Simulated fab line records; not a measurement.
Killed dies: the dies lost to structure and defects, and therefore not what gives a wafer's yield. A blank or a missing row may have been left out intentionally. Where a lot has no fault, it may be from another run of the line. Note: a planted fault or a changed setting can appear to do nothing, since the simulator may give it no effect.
fab line records | flow nandHarc
record lots=12 | wafers=36 | lastDay=22
route steps=1159 shown A_WL_FILL@829 A_CONTACT@851 END@1159
lots that met no fault: from a run of the same line without faults
startH: hours from the record's first day to the start of the lot's first wafer shown | waitH: hours elapsed since this lot's preceding step | " unchanged from the row above | L1.1+2: a row that stands for several wafers | - value missing, or start not given | * or withheld: withheld | < > ~ a bound
route shown NAME@n: a module of which the file shows steps, and the number in the route of the first | usual: average and standard deviation across the fault-free wafers | same: alike in all rows | chamber/n: place in a boat | sites: per-site readings | _std_site: how widely they spread, as a standard deviation | _edge_site: inner sites' mean taken away from outer sites' mean | radiusMm: how far each site lies from the wafer's centre | mask NAME#n: copy n | behind: tool/chamber where the wafer was last shaped | hold: what put the lot on hold/how long, in hours/how the hold closed | device: whichever transistor did not switch (one of n, p or np) | end of line: the tests these same wafers got at the end of their route | step lacking rows: just its recipe | killed: at the first sort, the dies lost to defects and structure; wafer yield is something else | map: a wafer's dies, x killed, . not, _ none there
set.NAME: the run value of the setting; set.NAME@STEP: its run value at that earlier step | model.NAME: the simulator's own value behind a step, which no gauge read
the route's steps for a sample of lots (tables are steps, rows are wafers)
services: when a tool's chamber went out of use (startH, in hours from the record's first day, below 0 if earlier), for how many hours, and the reason
## steps
# step NHARC_A_WL_FILL_ETCHBACK_26
# recipe targetDepthA=520 | timeS=13.3 | hbrFlowSccm=150 | rfW=350 | icpW=350 | biasW=60 | chemistry=HBr
# usual drypumpMotorCurrentA=5.8/0.41 | oesProductAu=0.999/0.012 | throttleValvePct=23.267/0.01
lot.wafer | tool     | chamber | startH | waitH | drypumpMotorCurrentA | oesProductAu | rfHoursCounterH | throttleValvePct
L512.2    | rieSi-01 | 3       | 360.09 | 0.4   | 5.9                  | 1.008        | 0.4             | 23.273
L512.1    | "        | 0       | "      | "     | 5.5                  | 1.009        | 0.4             | 23.270
L512.3    | "        | 1       | "      | "     | 5.0                  | 1.025        | 0.4             | 23.250
L513.3    | rieSi-04 | 3       | 360.09 | 0.4   | 6.5                  | 1.006        | 0.7             | 23.267
L513.1    | "        | 1       | "      | "     | 6.0                  | 1.011        | 0.5             | 23.257
L513.5    | "        | 3       | "      | "     | 6.5                  | 1.009        | -               | 23.284
L515.4    | rieSi-03 | 3       | 368.56 | 0.4   | 5.7                  | 0.986        | 0.2             | 23.268
L515.2    | "        | 1       | "      | "     | 5.4                  | 0.999        | 0.2             | 23.252
L515.5    | "        | 3       | "      | "     | 5.7                  | 0.984        | -               | 23.269
L514.4    | rieSi-04 | 1       | 371.11 | 0.4   | 6.0                  | 1.000        | 0.6             | 23.260
L514.2    | "        | 2       | "      | "     | 6.0                  | 1.021        | 0.7             | 23.275
L514.6    | "        | 3       | "      | "     | 6.5                  | 0.994        | -               | 23.270
L516.2    | rieSi-04 | 3       | 384.92 | 0.4   | 6.4                  | 0.997        | 0.8             | 23.260
L516.4    | "        | 1       | "      | "     | 6.0                  | 0.990        | 0.6             | 23.271
L516.5    | "        | 3       | "      | "     | 6.5                  | 1.001        | -               | 23.251
L518.1    | rieSi-01 | 3       | 397.79 | 0.4   | 5.8                  | 1.015        | 0.6             | 23.263
L518.6    | "        | 0       | "      | "     | 5.5                  | 1.002        | -               | 23.271
L518.5    | "        | 1       | "      | "     | 5.0                  | 1.015        | -               | 23.263
L519.1    | rieSi-03 | 1       | 397.79 | 0.4   | 5.4                  | 0.998        | 0.4             | 23.276
L519.3    | "        | 2       | "      | "     | 5.8                  | 1.006        | 0.5             | 23.262
L519.5    | "        | 1       | "      | "     | 5.3                  | 0.997        | -               | 23.251
L517.2    | rieSi-01 | 1       | 412.84 | 0.4   | 5.0                  | 1.002        | 0.8             | 23.248
L517.1    | "        | 3       | "      | "     | 5.9                  | 1.010        | 0.7             | 23.284
L517.6    | "        | 1       | "      | "     | 5.1                  | 1.012        | -               | 23.260
L522.2    | rieSi-04 | 0       | 412.85 | 0.4   | 5.6                  | 0.995        | 0.9             | 23.240
L522.1    | "        | 3       | "      | "     | 6.5                  | 0.993        | 1.1             | 23.265
L522.5    | "        | 1       | "      | "     | 6.0                  | 0.983        | -               | 23.265
L524.2    | rieSi-04 | 3       | 419.96 | 0.4   | 6.5                  | 0.994        | 1.2             | 23.261
L524.4    | "        | 0       | "      | "     | 5.6                  | 1.001        | 1.0             | 23.273
L524.1    | "        | 2       | "      | "     | 6.0                  | 1.010        | 0.9             | 23.287
L526.1    | rieSi-03 | 1       | 419.97 | 0.4   | 5.4                  | 0.986        | 0.5             | 23.266
L526.3    | "        | 2       | "      | "     | 5.8                  | 0.985        | 0.6             | 23.258
L526.4    | "        | 1       | "      | "     | 5.4                  | 0.989        | -               | 23.265
L523.3    | rieSi-03 | 2       | 428.52 | 0.4   | 5.7                  | 0.985        | 0.6             | 23.276
L523.1    | "        | 0       | "      | "     | 6.1                  | 1.012        | 0.6             | 23.265
L523.6    | "        | 2       | "      | "     | 5.8                  | 0.989        | -               | 23.283
# step NHARC_A_WL_FILL_CVD_20
# recipe targetThkA=750 | tempC=300 | pressureTorr=40 | wf6FlowSccm=40 | h2FlowSccm=1600 | arFlowSccm=1560 | timeS=5064 | material=W
# usual heaterPowerW=494/15 | throttleValvePct=8.0/0.31
lot.wafer | tool    | chamber | startH | waitH | heaterPowerW | throttleValvePct
L512.2    | cvdW-01 | 0       | -      | -     | 483          | 7.7
L512.1    | "       | 1       | "      | "     | 511          | 8.5
L512.3    | "       | 0       | "      | "     | 490          | 7.8
L513.1    | cvdW-02 | 1       | -      | -     | 502          | 8.2
L513.3    | "       | 0       | "      | "     | 477          | 8.1
L513.5    | "       | 1       | "      | "     | 512          | 8.1
L515.2    | cvdW-02 | 0       | -      | -     | 477          | 7.9
L515.4    | "       | 1       | "      | "     | 500          | 8.1
L515.5    | "       | 0       | "      | "     | 483          | 8.1
L514.2    | cvdW-01 | 1       | -      | -     | 512          | 8.0
L514.4    | "       | 0       | "      | "     | 482          | 7.6
L514.6    | "       | 0       | "      | "     | 483          | 7.8
L516.2    | cvdW-01 | 0       | -      | -     | 477          | 7.7
L516.4    | "       | 0       | "      | "     | 473          | 7.9
L516.5    | "       | 0       | "      | "     | 485          | 7.8
L518.1    | cvdW-02 | 0       | -      | -     | 489          | 7.6
L518.5    | "       | 0       | "      | "     | 490          | 8.0
L518.6    | "       | 1       | "      | "     | 496          | 7.8
L519.1    | cvdW-01 | 1       | -      | -     | 513          | 8.4
L519.3    | "       | 1       | "      | "     | 511          | 8.2
L519.5    | "       | 1       | "      | "     | 523          | 8.5
L522.1    | cvdW-02 | 1       | -      | -     | 486          | 7.9
L522.2    | "       | 0       | "      | "     | 475          | 7.7
L522.5    | "       | 0       | "      | "     | 470          | 7.8
L517.1    | cvdW-01 | 1       | -      | -     | 513          | 8.5
L517.2    | "       | 0       | "      | "     | 490          | 7.7
L517.6    | "       | 1       | "      | "     | 501          | 8.3
L524.1    | cvdW-01 | 0       | -      | -     | 499          | 7.6
L524.2    | "       | 1       | "      | "     | 514          | 8.5
L524.4    | "       | 1       | "      | "     | 506          | 8.2
L526.1    | cvdW-02 | 1       | -      | -     | 499          | 7.9
L526.3    | "       | 0       | "      | "     | 468          | 7.8
L526.4    | "       | 1       | "      | "     | 493          | 7.7
L523.1    | cvdW-01 | 0       | -      | -     | 480          | 7.9
L523.3    | "       | 1       | "      | "     | 525          | 8.3
L523.6    | "       | 1       | "      | "     | 513          | 8.5
# step NHARC_A_CONTACT_EXPOSE_39
# recipe na=1.35 | sigmaOuter=0.8 | doseMj=58.79 | maskId=A_CC_3
# usual exposureDoseMJCm2=58.79/0.068 | focusOffsetNm=-0.1/0.51
lot.wafer | tool           | chamber | startH | waitH | mask     | exposureDoseMJCm2 | focusOffsetNm
L512.1    | arfiScanner-03 | 0       | 369.72 | -     | A_CC_3#0 | 58.91             | 0.0
L512.2    | "              | 0       | "      | "     | A_CC_3#0 | 58.81             | 0.3
L512.3    | "              | 0       | "      | "     | A_CC_3#0 | 58.81             | 0.9
L513.1    | arfiScanner-02 | 0       | 369.91 | -     | A_CC_3#0 | 58.89             | 0.1
L513.3    | "              | 0       | "      | "     | A_CC_3#0 | 58.80             | -0.4
L513.5    | "              | 0       | "      | "     | A_CC_3#0 | 58.88             | 0.4
L515.2    | arfiScanner-01 | 0       | 380.61 | -     | A_CC_3#0 | 58.73             | 0.7
L515.4    | "              | 0       | "      | "     | A_CC_3#0 | 58.87             | -0.3
L515.5    | "              | 0       | "      | "     | A_CC_3#0 | 58.83             | -0.7
L514.2    | arfiScanner-01 | 0       | 382.09 | -     | A_CC_3#0 | 58.64             | 0.2
L514.4    | "              | 0       | "      | "     | A_CC_3#0 | 58.72             | 0.4
L514.6    | "              | 0       | "      | "     | A_CC_3#0 | 58.68             | 0.2
L516.2    | arfiScanner-02 | 0       | 394.42 | -     | A_CC_3#0 | 58.86             | -0.2
L516.4    | "              | 0       | "      | "     | A_CC_3#0 | 58.87             | 0.0
L516.5    | "              | 0       | "      | "     | A_CC_3#0 | 58.85             | 0.1
L518.1    | arfiScanner-03 | 0       | 409.72 | -     | A_CC_3#0 | 58.84             | 0.1
L518.5    | "              | 0       | "      | "     | A_CC_3#0 | 58.81             | 0.0
L518.6    | "              | 0       | "      | "     | A_CC_3#0 | 58.87             | -0.1
L519.1    | arfiScanner-01 | 0       | 411.90 | -     | A_CC_3#0 | 58.82             | 0.2
L519.3    | "              | 0       | "      | "     | A_CC_3#0 | 58.85             | -0.5
L519.5    | "              | 0       | "      | "     | A_CC_3#0 | 58.84             | -0.9
L522.1    | arfiScanner-03 | 0       | 426.00 | -     | A_CC_3#0 | 59.90             | -0.6
L522.2    | "              | 0       | "      | "     | A_CC_3#0 | 59.88             | -0.3
L522.5    | "              | 0       | "      | "     | A_CC_3#0 | 59.92             | 0.0
L517.1    | arfiScanner-01 | 0       | 426.30 | -     | A_CC_3#0 | 58.80             | -0.2
L517.2    | "              | 0       | "      | "     | A_CC_3#0 | 58.76             | -0.7
L517.6    | "              | 0       | "      | "     | A_CC_3#0 | 58.78             | -0.4
L524.1    | arfiScanner-01 | 0       | 431.38 | -     | A_CC_3#0 | 58.63             | 1.1
L524.2    | "              | 0       | "      | "     | A_CC_3#0 | 58.67             | -0.5
L524.4    | "              | 0       | "      | "     | A_CC_3#0 | 58.70             | 0.2
L526.1    | arfiScanner-03 | 0       | 432.15 | -     | A_CC_3#0 | 59.75             | 0.4
L526.3    | "              | 0       | "      | "     | A_CC_3#0 | 59.74             | 0.6
L526.4    | "              | 0       | "      | "     | A_CC_3#0 | 59.76             | 1.0
L523.1    | arfiScanner-03 | 0       | 441.71 | -     | A_CC_3#0 | 59.47             | -0.5
L523.3    | "              | 0       | "      | "     | A_CC_3#0 | 59.52             | 0.3
L523.6    | "              | 0       | "      | "     | A_CC_3#0 | 59.42             | -0.8
# step NHARC_A_CONTACT_DESCUM_47
# recipe timeS=3 | o2FlowSccm=200 | arFlowSccm=0 | biasPowerW=0 | chemistry=O2
# usual drypumpMotorCurrentA=5.8/0.42 | oesProductAu=1.002/0.0086 | rfVppV=57.6/0.74 | showerheadPlenumPTorr=1.89/0.056 | throttleValvePct=11.311/0.008
lot.wafer | tool       | chamber | startH | waitH | drypumpMotorCurrentA | oesProductAu | rfHoursCounterH | rfVppV | showerheadPlenumPTorr | throttleValvePct
L512.1    | rieDiel-13 | 1       | 370.14 | 0.1   | 5.2                  | 0.995        | 36              | 57.6   | 1.86                  | 11.312
L512.2    | "          | 2       | "      | "     | 5.6                  | 1.005        | 35              | 57.8   | 1.98                  | 11.309
L512.3    | "          | 3       | "      | "     | 5.6                  | 1.003        | 35              | 56.7   | 1.86                  | 11.322
L513.1    | rieDiel-13 | 3       | 370.32 | 0.2   | 5.6                  | 1.003        | 35              | 57.4   | 1.86                  | 11.304
L513.3    | "          | 0       | "      | "     | 5.4                  | 1.002        | 36              | 56.2   | 1.81                  | 11.321
L513.5    | "          | 2       | "      | "     | 5.6                  | 1.006        | -               | 58.5   | 1.98                  | 11.307
L515.2    | rieDiel-08 | 0       | 380.94 | 0.1   | 6.3                  | 0.985        | 26              | 57.4   | 1.92                  | 11.308
L515.4    | "          | 2       | "      | "     | 5.5                  | 1.004        | 17              | 59.2   | 1.95                  | 11.301
L515.5    | "          | 0       | "      | "     | 6.3                  | 0.983        | -               | 57.0   | 1.92                  | 11.300
L514.2    | rieDiel-08 | 3       | 382.42 | 0.1   | 5.8                  | 1.010        | 26              | 57.0   | 1.87                  | 11.321
L514.4    | "          | 1       | "      | "     | 6.3                  | 1.021        | 27              | 57.0   | 1.79                  | 11.305
L514.6    | "          | 2       | "      | "     | 5.5                  | 1.018        | -               | 58.3   | 1.95                  | 11.303
L516.2    | rieDiel-11 | 0       | 394.74 | 0.1   | 6.0                  | 1.000        | 5               | 58.1   | 1.91                  | 11.309
L516.5    | "          | 0       | "      | "     | 6.0                  | 1.003        | -               | 58.0   | 1.91                  | 11.304
L516.4    | "          | 1       | "      | "     | 6.6                  | 0.998        | -               | 58.3   | 1.92                  | 11.320
L518.1    | rieDiel-11 | 1       | 410.05 | 0.1   | 6.6                  | 1.009        | 7               | 58.3   | 1.92                  | 11.303
L518.5    | "          | 1       | "      | "     | 6.6                  | 1.007        | -               | 57.5   | 1.92                  | 11.310
L518.6    | "          | 2       | "      | "     | 5.3                  | 1.001        | -               | 58.7   | 1.99                  | 11.307
L519.3    | rieDiel-08 | 2       | 412.23 | 0.1   | 5.5                  | 1.005        | 30              | 58.1   | 1.95                  | 11.298
L519.1    | "          | 0       | "      | "     | 6.3                  | 0.979        | 38              | 58.4   | 1.92                  | 11.319
L519.5    | "          | 2       | "      | "     | 5.5                  | 1.002        | -               | 57.2   | 1.95                  | 11.305
L522.2    | rieDiel-11 | 0       | 426.35 | 0.1   | 6.0                  | 1.000        | 11              | 56.4   | 1.91                  | 11.316
L522.1    | "          | 2       | "      | "     | 5.3                  | 1.012        | 5               | 57.4   | 1.99                  | 11.320
L522.5    | "          | 0       | "      | "     | 6.0                  | 1.010        | -               | 57.3   | 1.91                  | 11.324
L517.1    | rieDiel-13 | 1       | 426.63 | 0.1   | 5.2                  | 1.002        | 54              | 57.6   | 1.86                  | 11.322
L517.2    | "          | 3       | "      | "     | 5.6                  | 0.995        | 50              | 57.7   | 1.85                  | 11.309
L517.6    | "          | 1       | "      | "     | 5.2                  | 0.997        | -               | 56.8   | 1.86                  | 11.319
L524.4    | rieDiel-11 | 3       | 431.71 | 0.1   | 6.0                  | 0.995        | 13              | 56.5   | 1.86                  | 11.309
L524.1    | "          | 1       | "      | "     | 6.6                  | 0.994        | 13              | 56.9   | 1.92                  | 11.308
L524.2    | "          | 2       | "      | "     | 5.3                  | 0.997        | 8               | 57.5   | 1.98                  | 11.314
L526.3    | rieDiel-13 | 3       | 432.47 | 0.1   | 5.6                  | 0.993        | 51              | 57.4   | 1.85                  | 11.308
L526.1    | "          | 0       | "      | "     | 5.5                  | 0.993        | 55              | 57.2   | 1.81                  | 11.314
L526.4    | "          | 2       | "      | "     | 5.6                  | 0.994        | 53              | 58.8   | 1.97                  | 11.312
L523.1    | rieDiel-08 | 3       | 442.04 | 0.1   | 5.8                  | 1.003        | 48              | 58.2   | 1.87                  | 11.319
L523.3    | "          | 2       | "      | "     | 5.5                  | 1.010        | 42              | 58.0   | 1.94                  | 11.308
L523.6    | "          | 3       | "      | "     | 5.8                  | 1.020        | -               | 55.8   | 1.87                  | 11.312
# step NHARC_END_SORT_01
# recipe tempC=25
# usual killedAtArray=26/10 | killedAtOther=0.8/1.1 | killedAtPeriphery=3.3/2.6 | killedDies=30/11 | killedOpen=3.4/1.8 | killedShort=2.0/1.3
# same grossDies=677
lot.wafer | tool      | chamber | startH | waitH | killedAtArray | killedAtOther | killedAtPeriphery | killedDies | killedOpen | killedShort
L512.1    | prober-01 | 0       | 447.86 | 2.5   | 17            | 1             | 3                 | 21         | 1          | 1
L512.2    | prober-01 | 0       | 448.66 | 2.8   | 27            | 1             | 1                 | 29         | 3          | 2
L512.3    | prober-01 | 0       | 449.46 | 3.1   | 28            | 3             | 3                 | 34         | 3          | 3
L515.2    | prober-02 | 0       | 457.61 | 2.8   | 21            | 1             | 4                 | 26         | 2          | 4
L515.4    | prober-02 | 0       | 459.23 | 3.4   | 25            | 0             | 3                 | 28         | 6          | 1
L515.5    | prober-02 | 0       | 460.04 | 3.7   | 23            | 0             | 2                 | 25         | 4          | 3
L516.2    | prober-02 | 0       | 465.56 | 2.8   | 17            | 1             | 1                 | 19         | 1          | 1
L516.4    | prober-02 | 0       | 467.18 | 3.4   | 10            | 0             | 4                 | 14         | 0          | 3
L516.5    | prober-02 | 0       | 467.98 | 3.7   | 19            | 0             | 4                 | 23         | 5          | 3
L517.1    | prober-02 | 0       | 498.98 | 2.5   | 22            | 0             | 2                 | 24         | 0          | 0
L517.2    | prober-02 | 0       | 499.79 | 2.8   | 41            | 1             | 4                 | 46         | 2          | 4
L517.6    | prober-02 | 0       | 503.02 | 4.0   | 29            | 0             | 3                 | 32         | 3          | 3
L524.1    | prober-01 | 0       | 498.99 | 2.5   | 15            | 0             | 1                 | 16         | 6          | 0
L524.2    | prober-01 | 0       | 499.78 | 2.8   | 9             | 0             | 1                 | 10         | 4          | 0
L524.4    | prober-01 | 0       | 501.37 | 3.4   | 15            | 0             | 5                 | 20         | 6          | 3
L522.1    | prober-01 | 0       | 506.81 | 2.5   | 28            | 0             | 3                 | 31         | 4          | 3
L522.2    | prober-01 | 0       | 507.61 | 2.8   | 32            | 0             | 3                 | 35         | 3          | 3
L522.5    | prober-01 | 0       | 509.99 | 3.7   | 42            | 1             | 1                 | 44         | 5          | 3
L526.1    | prober-02 | 0       | 506.84 | 2.5   | 31            | 0             | 1                 | 32         | 3          | 0
L526.3    | prober-02 | 0       | 508.45 | 3.1   | 28            | 0             | 0                 | 28         | 4          | 3
L526.4    | prober-02 | 0       | 509.25 | 3.4   | 34            | 1             | 1                 | 36         | 5          | 1
# killed by level:class
L512.1 A_SLIT:chamberFilmFlake=6 A_CHANNEL_HOLE_D1:chamberFilmFlake=3 A_WL_FILL:chamberFilmFlake=3 P_ZERO_WELL:chamberFilmFlake=2 A_STAIRCASE:chamberFilmFlake=2 A_CHANNEL_FILL_D1:geometricParticle:short=1 A_M0:geometricParticle:open=1 P_GATE:chamberFilmFlake=1
L512.2 A_SLIT:chamberFilmFlake=11 A_STAIRCASE:chamberFilmFlake=4 A_ZERO_WELL:chamberFilmFlake=3 A_CHANNEL_HOLE_D1:chamberFilmFlake=2 A_WL_FILL:chamberFilmFlake=2 A_WL_FILL:geometricParticle:short=1 A_CONTACT:geometricParticle:open=1 A_CONTACT:geometricParticle:short=1
L512.3 A_SLIT:chamberFilmFlake=9 A_STAIRCASE:chamberFilmFlake=7 A_CHANNEL_HOLE_D1:chamberFilmFlake=3 THIN_TSV:chamberFilmFlake=3 P_ZERO_WELL:chamberFilmFlake=2 A_WL_FILL:chamberFilmFlake=2 A_CONTACT:chamberFilmFlake=2 P_M2:geometricParticle:short=1
L515.2 A_CHANNEL_HOLE_D1:chamberFilmFlake=8 P_ZERO_WELL:chamberFilmFlake=4 A_CONTACT:chamberFilmFlake=4 A_STAIRCASE:chamberFilmFlake=3 A_M0:geometricParticle:short=2 A_ONON_D1:geometricParticle:short=1 A_CHANNEL_HOLE_D1:geometricParticle:open=1 A_WL_FILL:geometricParticle:short=1
L515.4 A_CHANNEL_HOLE_D1:chamberFilmFlake=11 A_STAIRCASE:chamberFilmFlake=5 A_CONTACT:chamberFilmFlake=3 A_CONTACT:geometricParticle:open=2 P_GATE:geometricParticle:open=1 P_CONTACT:geometricParticle:open=1 A_SOURCE_PLATE:geometricParticle:short=1 A_WL_FILL:geometricParticle:open=1
L515.5 A_CHANNEL_HOLE_D1:chamberFilmFlake=6 A_STAIRCASE:chamberFilmFlake=5 A_CONTACT:chamberFilmFlake=5 A_SGD_CUT:geometricParticle:open=2 P_M1:geometricParticle:open=1 A_ONON_D1:geometricParticle:short=1 A_STAIRCASE:geometricParticle:short=1 A_CONTACT:geometricParticle:open=1
L516.2 A_STAIRCASE:chamberFilmFlake=8 A_CHANNEL_HOLE_D1:chamberFilmFlake=3 A_SLIT:chamberFilmFlake=3 A_CHANNEL_FILL_D1:geometricParticle:open=1 P_M1:chamberFilmFlake=1 STARTING-WAFER:geometricParticle:short=1 A_CONTACT:chamberFilmFlake=1 A_M0:chamberFilmFlake=1
L516.4 P_ZERO_WELL:chamberFilmFlake=3 A_ONON_D1:geometricParticle:short=2 A_STAIRCASE:chamberFilmFlake=2 A_SLIT:chamberFilmFlake=2 A_CHANNEL_FILL_D1:geometricParticle:short=1 P_M1:chamberFilmFlake=1 A_CHANNEL_HOLE_D1:chamberFilmFlake=1 A_WL_FILL:chamberFilmFlake=1
L516.5 A_STAIRCASE:chamberFilmFlake=8 A_SLIT:chamberFilmFlake=3 P_M1:chamberFilmFlake=2 A_CHANNEL_HOLE_D1:chamberFilmFlake=2 P_M0:geometricParticle:open=1 P_M2:geometricParticle:open=1 A_ONON_D1:geometricParticle:open=1 A_CHANNEL_HOLE_D1:geometricParticle:short=1
L517.1 A_SLIT:chamberFilmFlake=11 A_CHANNEL_HOLE_D1:chamberFilmFlake=5 A_STAIRCASE:chamberFilmFlake=3 A_CONTACT:chamberFilmFlake=2 P_M1:chamberFilmFlake=1 P_ZERO_WELL:chamberFilmFlake=1 A_CHANNEL_FILL_D1:chamberFilmFlake=1
L524.1 A_CHANNEL_HOLE_D1:chamberFilmFlake=7 A_CHANNEL_FILL_D1:geometricParticle:open=2 A_ONON_D1:geometricParticle:open=1 A_CHANNEL_HOLE_D1:geometricParticle:open=1 A_WL_FILL:geometricParticle:open=1 A_CONTACT:geometricParticle:open=1 P_ZERO_WELL:chamberFilmFlake=1 A_ZERO_WELL:chamberFilmFlake=1
L524.2 A_CHANNEL_HOLE_D1:chamberFilmFlake=4 A_CONTACT:geometricParticle:open=3 A_M0:geometricParticle:open=1 P_ZERO_WELL:chamberFilmFlake=1 A_CONTACT:chamberFilmFlake=1
L517.2 A_SLIT:chamberFilmFlake=13 A_CHANNEL_HOLE_D1:chamberFilmFlake=11 A_CONTACT:chamberFilmFlake=5 A_STAIRCASE:chamberFilmFlake=4 A_CONTACT:geometricParticle:short=3 P_ZERO_WELL:chamberFilmFlake=2 A_CHANNEL_FILL_D1:chamberFilmFlake=2 P_CONTACT:geometricParticle:open=1
L524.4 A_CHANNEL_HOLE_D1:chamberFilmFlake=6 A_CONTACT:chamberFilmFlake=4 P_CONTACT:geometricParticle:open=2 P_CONTACT:geometricParticle:short=1 P_M1:geometricParticle:open=1 A_CHANNEL_HOLE_D1:geometricParticle:short=1 A_CHANNEL_HOLE_D1:geometricParticle:open=1 A_CONTACT:geometricParticle:open=1
L517.6 A_SLIT:chamberFilmFlake=14 A_CHANNEL_HOLE_D1:chamberFilmFlake=6 A_STAIRCASE:chamberFilmFlake=3 A_CONTACT:chamberFilmFlake=2 P_CONTACT:geometricParticle:open=1 P_M0:geometricParticle:open=1 A_WL_FILL:geometricParticle:open=1 A_CHANNEL_FILL_D1:geometricParticle:short=1
L522.1 A_SLIT:chamberFilmFlake=12 A_CHANNEL_HOLE_D1:chamberFilmFlake=5 A_STAIRCASE:chamberFilmFlake=4 P_GATE:geometricParticle:open=2 A_ONON_D1:geometricParticle:short=2 A_CONTACT:chamberFilmFlake=2 A_ONON_D1:geometricParticle:open=1 A_CHANNEL_FILL_D1:geometricParticle:open=1
L526.1 A_SLIT:chamberFilmFlake=18 A_CHANNEL_HOLE_D1:chamberFilmFlake=9 P_M0:geometricParticle:open=1 A_CHANNEL_FILL_D1:geometricParticle:open=1 A_CONTACT:geometricParticle:open=1 A_STAIRCASE:chamberFilmFlake=1 A_CONTACT:chamberFilmFlake=1
L522.2 A_CHANNEL_HOLE_D1:chamberFilmFlake=13 A_STAIRCASE:chamberFilmFlake=9 A_SLIT:chamberFilmFlake=6 P_GATE:geometricParticle:open=1 P_CONTACT:geometricParticle:short=1 A_CHANNEL_HOLE_D1:geometricParticle:short=1 A_CHANNEL_FILL_D1:geometricParticle:open=1 A_STAIRCASE:geometricParticle:short=1
L526.3 A_SLIT:chamberFilmFlake=12 A_CHANNEL_HOLE_D1:chamberFilmFlake=9 A_M1:geometricParticle:open=2 A_SOURCE_PLATE:geometricParticle:short=1 A_CHANNEL_FILL_D1:geometricParticle:open=1 A_WL_FILL:geometricParticle:short=1 A_CONTACT:geometricParticle:open=1 A_M0:geometricParticle:short=1
L526.4 A_CHANNEL_HOLE_D1:chamberFilmFlake=15 A_SLIT:chamberFilmFlake=10 A_CHANNEL_FILL_D1:geometricParticle:open=3 A_WL_FILL:chamberFilmFlake=2 A_CONTACT:chamberFilmFlake=2 P_GATE:geometricParticle:short=1 A_CONTACT:geometricParticle:open=1 STARTING-WAFER:geometricParticle:open=1
L522.5 A_SLIT:chamberFilmFlake=17 A_CHANNEL_HOLE_D1:chamberFilmFlake=10 A_STAIRCASE:chamberFilmFlake=4 A_CONTACT:chamberFilmFlake=3 A_WL_FILL:geometricParticle:short=2 A_CONTACT:geometricParticle:open=2 A_ONON_D1:geometricParticle:short=1 A_CHANNEL_FILL_D1:geometricParticle:open=1
## services
tool           | chamber | startH | hours | kind
rieSi-03       | 0       | 341.00 | -     | clean
rieSi-03       | 1       | 341.00 | -     | clean
rieSi-03       | 2       | 341.00 | -     | clean
rieSi-03       | 3       | 341.00 | -     | clean
rieDiel-11     | 2       | 352.50 | 3.5   | repair
arfiScanner-03 | -       | 354.11 | 5.3   | repair
rieDiel-11     | -       | 366.63 | 9.0   | pm
arfiScanner-01 | -       | 368.00 | 4.0   | pm
rieSi-01       | 3       | 375.23 | 3.9   | repair
cvdW-02        | -       | 377.66 | 13.0  | pm
cvdW-02        | 0       | 377.66 | 13.0  | ventCycle
cvdW-02        | 1       | 377.66 | 13.0  | ventCycle
rieDiel-11     | 2       | 386.94 | 17.8  | repair
cvdW-02        | 0       | 390.66 | -     | clean
cvdW-02        | 1       | 390.66 | -     | clean
rieSi-04       | 2       | 396.34 | 5.7   | repair
rieSi-03       | 3       | 396.57 | 52.3  | repair
rieDiel-13     | 3       | 406.65 | 3.8   | repair
rieDiel-08     | 1       | 406.89 | 2.9   | repair
rieSi-03       | 1       | 415.07 | 2.2   | repair
arfiScanner-02 | -       | 428.00 | 4.0   | pm
rieDiel-13     | 1       | 434.77 | 22.8  | repair
arfiScanner-01 | -       | 435.87 | 1.3   | repair
rieDiel-11     | 0       | 437.48 | 8.0   | repair
## key
firstSign step=NHARC_A_CONTACT_EXPOSE_39 | reading=exposureDoseMJCm2 | direction=up | sigmas=13 | usual=58.79 | struck=59.71
effect none on later readings
metAt NHARC_A_CONTACT_EXPOSE_39
struckLots L522,L523,L526
testerLeftOut L522,L523,L526
loopTrim step=NHARC_A_CONTACT_EXPOSE_39 | setting=dose | lots=L523,L526
notActingAt NHARC_A_WL_FILL_ETCHBACK_26,NHARC_A_WL_FILL_CVD_20,NHARC_A_CONTACT_DESCUM_47
onsetBetween 409.72 426.00
fault kind=processParameterDrift | tool=arfiScanner-03 | chamber=- | onsetH=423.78 | steps=NHARC_A_CONTACT_EXPOSE_39 | channel=doseMj | offset=1.1604 | shape=step | actsIn=theseRecipesOnly | stated=58.79
# testerLeftOut: of these lots the tester's yield and bins aren't shown, on N5 and GAA mostly nor the transistor test; their killed dies are dies lost to structure and defects alone, not to doping, threshold or leakage, so they don't give the yield
# loopTrim: a control loop set the setting to another value than it would have without faults
